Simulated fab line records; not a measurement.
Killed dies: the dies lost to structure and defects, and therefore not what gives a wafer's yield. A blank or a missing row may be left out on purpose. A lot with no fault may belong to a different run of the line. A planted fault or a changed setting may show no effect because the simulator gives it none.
Chamber matching | flow nand_harc | rie_diel-04 running NHARC_HYBRID_BOND_ACTIVATE_00: 4 sister chambers
The step chemistry N2, time 60 s. 4 wafers are shown with their chamber, then 12 later ones without.

== EACH WAFER AND ITS CHAMBER ==
wafer  | chamber | showerhead_plenum_p_Torr (Torr)
L081.3 | 2       | 1.84
L089.4 | 1       | 1.76
L089.5 | 3       | 1.65
L089.6 | 0       | 1.65

== WAFERS WITHOUT THEIR CHAMBER ==
wafer  | showerhead_plenum_p_Torr (Torr)
L090.1 | 1.65
L090.4 | 1.65
L090.5 | 1.76
L092.1 | 1.76
L092.2 | 1.65
L092.6 | 1.65
L095.2 | 1.65
L095.3 | 1.65
L095.6 | 1.65
L097.3 | 1.65
L097.4 | 1.84
L097.6 | 1.64

== THE CHAMBER EACH PASSED THROUGH ==
wafer  | from the rows above     | in truth
L090.1 | can't be placed: 0 or 3 | 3
L090.4 | can't be placed: 0 or 3 | 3
L090.5 | 1                       | 1
L092.1 | 1                       | 1
L092.2 | can't be placed: 0 or 3 | 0
L092.6 | can't be placed: 0 or 3 | 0
L095.2 | can't be placed: 0 or 3 | 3
L095.3 | can't be placed: 0 or 3 | 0
L095.6 | can't be placed: 0 or 3 | 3
L097.3 | can't be placed: 0 or 3 | 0
L097.4 | 2                       | 2
L097.6 | can't be placed: 0 or 3 | 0
3 of 12 placed correctly. Cannot be placed on the basis of these rows: 9; the candidates contain the true chamber in 9. Number placed wrongly: 0.
How it was worked out, from the rows above alone: a wafer's distance from a chamber is the root of the sum, over the readings, of the square of ((its reading less the chamber's mean) divided by the reading's scatter). The wafer belongs to the nearest chamber; if the next one is less than 2 further off, it can't be placed. Each chamber's mean is taken over the wafers shown for it. The scatter: root of mean squared gap, hidden wafer to nearest shown wafer, with one shown wafer a chamber.
